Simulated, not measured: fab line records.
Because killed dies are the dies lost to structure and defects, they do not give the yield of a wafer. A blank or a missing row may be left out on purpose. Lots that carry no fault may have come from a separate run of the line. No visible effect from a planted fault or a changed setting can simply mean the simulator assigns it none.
Comparing a struck lot with a sound one | flow n5-finfet | 37 out of 1938 route steps
Sound: the wafers L838.2, L838.3, L838.6. Struck: wafers L842.3, L842.5 (left out: L842.1, a lot-mate that was not struck); the cause follows at the end.
Per side, at each step with rows, come the tool, then ch with its chambers, and then its first start. Under that, the readings that differ: sound wafers | struck wafers | difference of the means | sigmas: that difference in standard deviations of wafers without a fault.
alike: readings whose means differ by less than 2 such deviations, and words and numbers that are the same on both sides. not compared: withheld readings, readings that some wafer has no value for, bounds like >300 that may hide the same value, and numbers for which the record gives no deviation and whose values overlap.
A row with sigmas, a row that says differs or no value, or rows on one side alone: a step with any of these is where the two part. Non-overlapping numbers with no deviation appear without sigmas and do not part them. A reading missing from all wafers of one side parts the sides only when that side holds two or more wafers.

first, 9 steps without rows for these wafers: N5_PMOS_HMC_CHANNEL_EPI_HM_DEP_34 (deposits SiO2 from TEOS/O2, target thk 36 nm, time 6.9 s); N5_PMOS_HMC_CHANNEL_EPI_COAT_31 (time 60 s, resist thk 66 nm); N5_PMOS_HMC_CHANNEL_EPI_COAT_03 (resist thk 205 nm); N5_PMOS_HMC_CHANNEL_EPI_EBR_05; N5_PMOS_HMC_CHANNEL_EPI_SOFTBAKE_04 (time 60 s); N5_PMOS_HMC_CHANNEL_EPI_EXPOSE_06 (exposes mask PMOS HMC BLK, target cd 240 nm); N5_PMOS_HMC_CHANNEL_EPI_PEB_07 (peb time 60 s); N5_PMOS_HMC_CHANNEL_EPI_DEVELOP_08 (develop time 30 s); N5_PMOS_HMC_CHANNEL_EPI_DESCUM_14 (chemistry O2, time 7.9 s).
N5_PMOS_HMC_CHANNEL_EPI_ETCH_32: etches BARC in N2/H2, stops on SiO2, target depth 85.8 nm, time 50.3 s.
  sound on rie-diel-02 ch 0,3, day 4 11:20; struck on rie-diel-02 ch 2,3, day 5 11:14
  reading                                                         | sound             | struck      | difference | sigmas
  oes-product-au (a.u.)                                           | 0.79 0.66 0.79    | 0.61 0.59   | -0.15      | -3
  model.CAR-ArF-block_of_PMOS_HMC_CHANNEL_EPI_COAT_03.thk-nm (nm) | 128.4 133.8 127.6 | 153.1 152.7 | +23.0      |
  model.etch.depth-nm (nm)                                        | 65.85 65.9 66.05  | 58.44 59.27 | -7.08      |
  model.PMOS_HMC_CHANNEL_EPI.cd-nm (nm)                           | 239.5 239.6 239.4 | 236.8 235.1 | -3.6       |
  alike: drypump-motor-current-A, rf-fwd-power-W, rf-vpp-V, showerhead-plenum-p-Torr, throttle-valve-pct
  not compared: rf-hours-counter-h
N5_PMOS_HMC_CHANNEL_EPI_HM_OPEN_15: chemistry CHF3/O2, target SiO2, target depth 40.6 nm, time 20.3 s.
  sound on rie-diel-02 ch 0,3, day 4 11:22; struck on rie-diel-02 ch 2,3, day 5 11:17
  reading                                                         | sound             | struck      | difference | sigmas
  model.CAR-ArF-block_of_PMOS_HMC_CHANNEL_EPI_COAT_03.thk-nm (nm) | 85.47 93.05 84.53 | 112.3 110.8 | +23.9      |
  alike: drypump-motor-current-A, oes-product-au, rf-fwd-power-W, rf-vpp-V, showerhead-plenum-p-Torr, throttle-valve-pct
  not compared: rf-hours-counter-h
then, 3 steps without rows for these wafers: N5_PMOS_HMC_CHANNEL_EPI_STRIP_33 (strips in N2/H2); N5_PMOS_HMC_CHANNEL_EPI_STRIP_17 (strips in SPM, time 750 s); N5_PMOS_HMC_CHANNEL_EPI_ETCH_38 (etches SiO2 in CF4, target depth 1.5 nm).
N5_PMOS_HMC_CHANNEL_EPI_FIN_RECESS_16: chemistry HBr/Cl2, target Si, target depth 54 nm, time 18 s.
  sound on rie-si-02 ch 1,2,3, day 4 11:58; struck on rie-si-02 ch 0, day 5 11:40
  reading                               | sound             | struck      | difference | sigmas
  rf-fwd-power-W (W)                    | 797 794 798       | 787 790     | -8         | -3
  throttle-valve-pct (%)                | 34.9 35.1 34.8    | 35.6 35.7   | +0.7       | +2
  model.PMOS_HMC_CHANNEL_EPI.cd-nm (nm) | 239.7 239.8 239.4 | 236.8 234.9 | -3.8       |
  alike: HBr_flow_sccm, drypump-motor-current-A, oes-product-au
  not compared: rf-hours-counter-h
then, 20 steps without rows for these wafers: N5_PMOS_HMC_CHANNEL_EPI_PRECLEAN_36 (cleans in O3/DIW, time 45 s); N5_PMOS_HMC_CHANNEL_EPI_PRECLEAN_18 (cleans in DHF, time 30 s); N5_PMOS_HMC_CHANNEL_EPI_SRD_19 (time 30 s); N5_PMOS_HMC_CHANNEL_EPI_EPI_20 (deposits SiGe30, target thk 59 nm); N5_PMOS_HMC_CHANNEL_EPI_HM_STRIP_35 (strips SiO2 in dHF, material SiO2, target depth 39.6 nm, time 216 s); N5_PMOS_HMC_CHANNEL_EPI_SRD_39 (time 30 s); N5_PMOS_HMC_CHANNEL_EPI_CMP_21 (polishes SiGe30, target thk 54 nm); N5_PMOS_HMC_CHANNEL_EPI_PRECLEAN_40 (cleans in DHF, time 30 s); N5_PMOS_HMC_CHANNEL_EPI_PRECLEAN_37 (cleans in O3/DIW, time 45 s); N5_PMOS_HMC_CHANNEL_EPI_PRECLEAN_24 (cleans in DHF, time 30 s); N5_PMOS_HMC_CHANNEL_EPI_SRD_25 (time 30 s); N5_PMOS_HMC_CHANNEL_EPI_EPI_26 (deposits Si from SiH4/H2, target thk 3.8 nm, time 22.7 s); N5_FIN_SAQP_PRECLEAN_42 (cleans in O3/DIW, time 60 s); N5_FIN_SAQP_PRECLEAN_00 (cleans in SC1, time 60 s); N5_FIN_SAQP_PRECLEAN_44 (cleans in SC2, time 45 s); N5_FIN_SAQP_SRD_01 (time 30 s); N5_FIN_SAQP_ALD_61 (deposits SiO2, target thk 4 nm, pulse time 1 s, purge time 2 s); N5_FIN_SAQP_DENSIFY_62 (time 60 s); N5_FIN_SAQP_HM_DEP_03 (deposits SiNx from SiH4/NH3/N2, target thk 38 nm, time 33.6 s); N5_FIN_SAQP_PECVD_47 (deposits a-Si from SiH4/He, target thk 45 nm, time 36.3 s).
-- here the record skips 7 days between the struck wafers' starts before and after, leaving off in module FIN_SAQP and picking up in module BEOL_M4 (first step shown: number 1111 of the route) --
N5_BEOL_M4_RC_MEAS_101:
  sound on prober-01 ch 0, day 10 14:39; struck on prober-01 ch 0, day 12 00:22
  reading       | sound          | struck | difference | sigmas
  ION_P (uA/um) | 479 468 454    | 443    | -24        | -2
  VT_P (mV)     | -247 -250 -249 | -259   | -10        | -3
  alike: DIBL_N, DIBL_P, IOFF_N, IOFF_P, ION_N, SS_N, SS_P, VT_N
-- a jump in the record: the struck wafers' starts before and after are 5 days apart (it breaks off in module BEOL_M4 and resumes in module PASSIVATION, where the first step shown is number 1936 of the route) --
N5_PASSIVATION_PROBE_49:
  struck on prober-01, day 16 13:24; sound on prober-01, day 15 01:25
  reading                  | sound          | struck    | difference | sigmas
  defect-limited-yield (%) | 90.1 88.0 90.2 | 35.7 45.9 | -48.6      | -30
  killed-at-front-end      | 46 65 51       | 693 579   | +582       | +48
  killed-at-other          | 2 1 2          | 18 5      | +10        | +3
  killed-dies              | 117 142 116    | 759 638   | +574       | +32
  killed-on-rim            | 16 18 18       | 53 90     | +54        | +13
  sort_bin_5_function (%)  | 6.1 6.8 5.8    | 61.0 50.8 | +49.7      | +52
  sort-n-pass              | 1063 1038 1064 | 421 542   | -574       | -29
  sort-yield-pct (%)       | 90.1 88.0 90.2 | 35.7 45.9 | -48.6      | -29
  alike: killed_at_M0_to_M3, killed_at_M4_up, killed-at-contacts, killed-open, killed-short, sort_bin_6_memory

WHERE THEY PART
Last at N5_PASSIVATION_PROBE_49 as far as this record goes, first at N5_PMOS_HMC_CHANNEL_EPI_ETCH_32.

WHY: what had been put in by the simulator
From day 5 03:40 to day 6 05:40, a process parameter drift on rie-diel-02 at N5_PMOS_HMC_CHANNEL_EPI_ETCH_32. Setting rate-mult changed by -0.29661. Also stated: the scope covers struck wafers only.
